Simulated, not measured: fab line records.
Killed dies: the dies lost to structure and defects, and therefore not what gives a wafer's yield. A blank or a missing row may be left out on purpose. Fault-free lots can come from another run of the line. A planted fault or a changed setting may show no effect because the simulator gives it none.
A single fault, viewed from 3 desks | flow n5 finfet | only its own numbers are on each desk; what lay behind them is given at the end

METROLOGY DESK
What the gauges read for every lot (on any tool): the sampled wafers with a number, averaged. Any lot whose mean is over 4 standard deviations away from the usual mean is out of limits and marked OUT; that distance is given in the brackets. Shown are 7 of the 11 readings it has, namely the first that went out of limits plus those furthest out on some lot.
Columns: A = DIBL_N at N5_BEOL_M4_RC_MEAS_101, usual 36.7 mV/V; B = DIBL_P at N5_BEOL_M4_RC_MEAS_101, usual 37.4 mV/V; C = ION_N at N5_BEOL_M4_RC_MEAS_101, usual 683 uA/um; D = SS_N at N5_BEOL_M4_RC_MEAS_101, usual 71.7 mV/dec; E = VT_N at N5_BEOL_M4_RC_MEAS_101, usual 249 mV; F = VT_P at N5_BEOL_M4_RC_MEAS_101, usual -250 mV; G = M15_THK at N5_BEOL_M15_THK_MEAS_50, usual 843 nm
lot  | first seen here | A    | B    | C   | D    | E   | F    | G
L850 | day 8 05:15     | 39.1 | 39.1 | 685 | 72.1 | 249 | -251 | 869
L857 | day 10 00:06    | 38.1 | 37.9 | 692 | 72.1 | 246 | -246 | 832
L859 | day 10 11:44    | 37.3 | 37.7 | 682 | 71.9 | 248 | -251 | 827
L861 | day 11 04:23    | 39.3 | 40.7 | 687 | 72.6 | 247 | -245 | 827
L862 | day 11 11:25    | 39.2 | 40.0 | 697 | 72.4 | 243 | -246 | 836
L863 | day 11 11:47    | 35.5 | 36.0 | 667 | 71.9 | 250 | -250 | 1101 (+13) OUT
L865 | day 11 20:03    | 33.8 | 36.0 | 662 | 70.8 | 256 | -251 | 1085 (+12) OUT
L871 | day 13 12:54    | 37.3 | 38.7 | 689 | 71.9 | 246 | -251 | 839
This desk reports L863, L865 out of limits; the earliest was L863 at day 15 13:14 (M15_THK at N5_BEOL_M15_THK_MEAS_50). L850, L857, L859, L861, L862, L871: within limits.

THE DEFECT DESK
Per lot, the means of the sampled wafers with a number show what the inspections along the route counted. Any lot whose mean is over 4 standard deviations away from the usual mean is out of limits and marked OUT; that distance is given in the brackets.
Columns: A = raw defect count at N5_BEOL_M15_INSPECT_55, usual 69
lot  | first seen here | A
L850 | day 11 17:52    | 92
L857 | day 13 10:22    | 78
L859 | day 14 03:43    | 66
L861 | day 15 05:49    | 48
L862 | day 15 09:56    | 62
L863 | day 15 13:23    | 2206 (+89) OUT
L865 | day 15 21:34    | 2133 (+86) OUT
L871 | day 17 17:26    | 93
This desk's finding: out of limits on L863, L865; first on L863, day 15 13:23 (raw defect count at N5_BEOL_M15_INSPECT_55). L850, L857, L859, L861, L862, L871: within limits.

THE TOOL OWNER'S DESK: cmp-02
The tool's own readings at N5_BEOL_M15_CMP_49 (polishes, stops on SiO2, t overpolish 4.9 s, target thk 850 nm): means of the sampled wafers that have a number, for each lot that ran on this tool. Any lot whose mean is over 4 standard deviations away from the usual mean is out of limits and marked OUT; that distance is given in the brackets.
Columns: A = barrier field endpoint s at N5_BEOL_M15_CMP_49, usual 11.33 s; B = motor current A at N5_BEOL_M15_CMP_49, usual 8.7 A; C = overpolish run s at N5_BEOL_M15_CMP_49, usual 4.900 s
lot  | first seen here | A               | B   | C
L857 | day 13 09:53    | 11.49           | 8.9 | 4.899
L861 | day 15 05:23    | 11.48           | 9.2 | 4.905
L863 | day 15 12:56    | 15.04 (+13) OUT | 8.6 | 4.334 (-64) OUT
L865 | day 15 21:06    | 15.10 (+13) OUT | 8.8 | 4.267 (-71) OUT
This desk's finding: out of limits on L863, L865; first on L863, day 15 12:56 (barrier field endpoint s at N5_BEOL_M15_CMP_49). L857, L861: within limits.

ALL TOGETHER
An alarm could have come from the tool owner's desk at day 15 12:56, on L863, L865.
Metrology desk: alarm possible at day 15 13:14 on L863, L865.
The defect desk could have raised an alarm at day 15 13:23, on L863, L865.
Of the lots named, all ran N5_BEOL_M15_CMP_49 on cmp-02.

WHAT THE SIMULATOR PUT IN
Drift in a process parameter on cmp-02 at N5_BEOL_M15_CMP_49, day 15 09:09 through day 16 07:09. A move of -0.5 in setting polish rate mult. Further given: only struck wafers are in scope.
Lots struck among those shown: L863, L865.
Hours from the fault's start to each desk's first reading out of limits: the tool owner's desk, 4; the metrology desk, 4; the defect desk, 4.
